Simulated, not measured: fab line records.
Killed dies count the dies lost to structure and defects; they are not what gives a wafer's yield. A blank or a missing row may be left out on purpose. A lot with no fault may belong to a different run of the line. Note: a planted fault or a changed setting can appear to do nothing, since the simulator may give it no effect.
A struck lot beside a sound one    flow nand_harc    43 out of 1302 route steps
Sound: these wafers, L331.1, L331.3, L331.5. The struck wafers were L346.2, L346.3, L346.4. The cause is named last.
For every step that has rows: the tool of each side, followed by ch and its chambers, followed by its first start. Under that, the readings that differ: sound wafers    struck wafers    difference of the means    sigmas: that difference in standard deviations of wafers without a fault.
alike: readings with means less than 2 such deviations apart, plus words and numbers identical on both sides. not compared: withheld readings, readings lacking a value on some wafer, bounds such as >300 that could conceal the same value, and numbers that have no deviation in the record and whose values overlap.
A row with sigmas, a row that says differs or no value, or rows on one side alone: a step with any of these is where the two part. Non-overlapping numbers with no deviation appear without sigmas and do not part them. A reading missing from all wafers of one side parts the sides only when that side holds two or more wafers.

first, 1 step without rows for these wafers: NHARC_A_CONTACT_DEVELOP_68 (develop time 35 s).
NHARC_A_CONTACT_CD_MEAS_69 targets a cd of 300 nm.
  sound on cd_sem-03 ch 0, day 22 18:10; struck on cd_sem-02 ch 0, day 29 11:46
  alike: cd_nm
NHARC_A_CONTACT_OVL_MEAS_70:
  sound on overlay-01, day 22 18:16; struck on overlay-02, day 29 11:51
reading            sound        struck          difference  sigmas
overlay_y_nm (nm)  2.2 2.6 1.9  -0.1 -0.7 -0.3  -2.6        -2
  alike: overlay_x_nm
NHARC_A_CONTACT_INSPECT_71:
  sound on defect_inspect-02, day 22 18:17; struck on defect_inspect-02, day 29 11:53
reading           sound     struck       difference  sigmas
raw_defect_count  69 72 64  146 141 140  +74         +2
then, 8 steps without rows for these wafers: NHARC_A_CONTACT_DESCUM_74 (chemistry O2, time 3 s); NHARC_A_CONTACT_ETCH_75 (etches the open film in CF4, target depth 39 nm, time 65 s); NHARC_A_CONTACT_ETCH_76 (etches the open film in N2/H2, target depth 260 nm, time 475.3 s); NHARC_A_CONTACT_ETCH_77 (etches the open film in CF4/CHF3, target depth 108.9 nm, time 54.5 s); NHARC_A_CONTACT_ETCH_78 (etches the open film in O2/COS, target depth 5300 nm, time 1378 s); NHARC_A_CONTACT_ETCH_124 (etches the open film in C4F8/O2/Ar, time 140 s, target depth 700 nm); NHARC_A_CONTACT_ETCH_125 (etches the open film in C4F8/O2/Ar, time 197 s, target depth 1918 nm); NHARC_A_CONTACT_ETCH_126 (etches the open film in C4F8/O2/Ar, time 197 s, target depth 1918 nm).
NHARC_A_CONTACT_ETCH_127: etches the open film in C4F8/O2/Ar, time 197 s, target depth 1918 nm.
  sound on har_cap_etch-03 ch 0,1, day 22 20:59; struck on har_cap_etch-03 ch 0,1, day 29 14:05
  not compared: rf_hours_counter_h
then, 2 steps without rows for these wafers: NHARC_A_CONTACT_ETCH_128 (etches the open film in C4F8/O2/Ar, time 197 s, target depth 1918 nm); NHARC_A_CONTACT_ETCH_129 (etches the open film in C4F8/O2/Ar, time 197 s, target depth 1918 nm).
NHARC_A_CONTACT_ETCH_130: etches the open film in C4F8/O2/Ar, time 197 s, target depth 1918 nm.
  sound on har_cap_etch-03 ch 0,1, day 22 21:42; struck on har_cap_etch-03 ch 0,1, day 29 14:37
  not compared: rf_hours_counter_h
NHARC_A_CONTACT_ETCH_131: etches the open film in C4F8/O2/Ar, time 197 s, target depth 1918 nm.
  sound on har_cap_etch-03 ch 0,1, day 22 21:56; struck on har_cap_etch-03 ch 0,1, day 29 14:47
  not compared: rf_hours_counter_h
then, 1 step without rows for these wafers: NHARC_A_CONTACT_ETCH_132 (etches the open film in C4F8/O2/Ar, time 197 s, target depth 1924 nm).
NHARC_A_CONTACT_ETCH_133: etches the open film in C4F8/O2/Ar, time 374 s, target depth 1610 nm.
  sound on har_cap_etch-03 ch 0,1, day 22 22:28; struck on har_cap_etch-03 ch 0,1, day 29 15:11
  not compared: rf_hours_counter_h
then, 1 step without rows for these wafers: NHARC_A_CONTACT_ETCH_91 (etches the open film in CH3F/O2, target depth 40 nm, time 85.7 s).
NHARC_A_CONTACT_ETCH_97: etches the open film in C4F6/O2, target depth 20 nm, time 10 s.
  sound: rie_diel-11 ch 0,3; struck: rie_diel-04 ch 0,2,3
reading                          sound           struck          difference  sigmas
rf_vpp_V (V)                     553 552 552     546 545 546     -7          -2
showerhead_plenum_p_Torr (Torr)  4.17 4.14 4.17  3.88 3.81 3.87  -0.31       -2
  alike: drypump_motor_current_A, oes_product_au, rf_fwd_power_W, throttle_valve_pct
  not compared: rf_hours_counter_h
NHARC_A_CONTACT_CD_MEAS_80:
  sound on cd_sem-03, day 22 23:35; struck on cd_sem-03, day 29 16:34
  alike: cd_nm
then, 7 steps without rows for these wafers: NHARC_A_CONTACT_STRIP_103 (strips in N2/H2); NHARC_A_CONTACT_STRIP_104 (strips in CF4/CHF3); NHARC_A_CONTACT_STRIP_105 (strips in O2/COS); NHARC_A_CONTACT_ETCH_106 (etches the open film in CF4/O2, target depth 90 nm, overetch 9 nm, time 49.5 s); NHARC_A_CONTACT_STRIP_82 (strips in O2); NHARC_A_CONTACT_STRIP_83 (strips in post etch residue remover, time 600 s); NHARC_A_CONTACT_DEP_84 (deposits aC, target thk 2800 nm).
NHARC_A_CONTACT_DEP_85: deposits SiON, target thk 60 nm.
  sound on pecvd-01 ch 0,1,2, day 23 03:08; struck on pecvd-01 ch 0,1,2, day 29 23:35
  alike: heater_power_outer_w, heater_power_w, rf_fwd_power_W, showerhead_vpp_V
  not compared: since_wet_clean_h
then, 10 steps without rows for these wafers: NHARC_A_CONTACT_DEHYDRATE_00 (time 120 s); NHARC_A_CONTACT_HMDS_01 (time 30 s); NHARC_A_CONTACT_COAT_86 (time 75 s); NHARC_A_CONTACT_COAT_87 (time 65 s); NHARC_A_CONTACT_COAT_02 (resist thk 90 nm); NHARC_A_CONTACT_SOFTBAKE_03 (time 55 s); NHARC_A_CONTACT_EBR_04; NHARC_A_CONTACT_EXPOSE_05 (exposes mask A CC); NHARC_A_CONTACT_PEB_06 (peb time 65 s); NHARC_A_CONTACT_DEVELOP_07 (develop time 35 s).
NHARC_A_CONTACT_CD_MEAS_08 targets a cd of 200 nm.
  sound on cd_sem-03 ch 0, day 23 03:44; struck on cd_sem-02 ch 0, day 30 00:16
  alike: cd_nm
NHARC_A_CONTACT_OVL_MEAS_09:
  sound on overlay-01, day 23 03:49; struck on overlay-01, day 30 00:22
  alike: overlay_x_nm, overlay_y_nm
-- record jumps: 2 days between struck wafers' starts before vs after; left off in module A_CONTACT, resumes in module END, first step shown is number 1302 of the route --
NHARC_END_SORT_01:
  the record has rows for the struck wafers here (prober-01 ch 0, day 32 04:56) and none for the sound ones

## WHERE THEY PART
Last at NHARC_END_SORT_01 as far as this record goes, first at NHARC_A_CONTACT_OVL_MEAS_70.

WHY: the cause the simulator had injected
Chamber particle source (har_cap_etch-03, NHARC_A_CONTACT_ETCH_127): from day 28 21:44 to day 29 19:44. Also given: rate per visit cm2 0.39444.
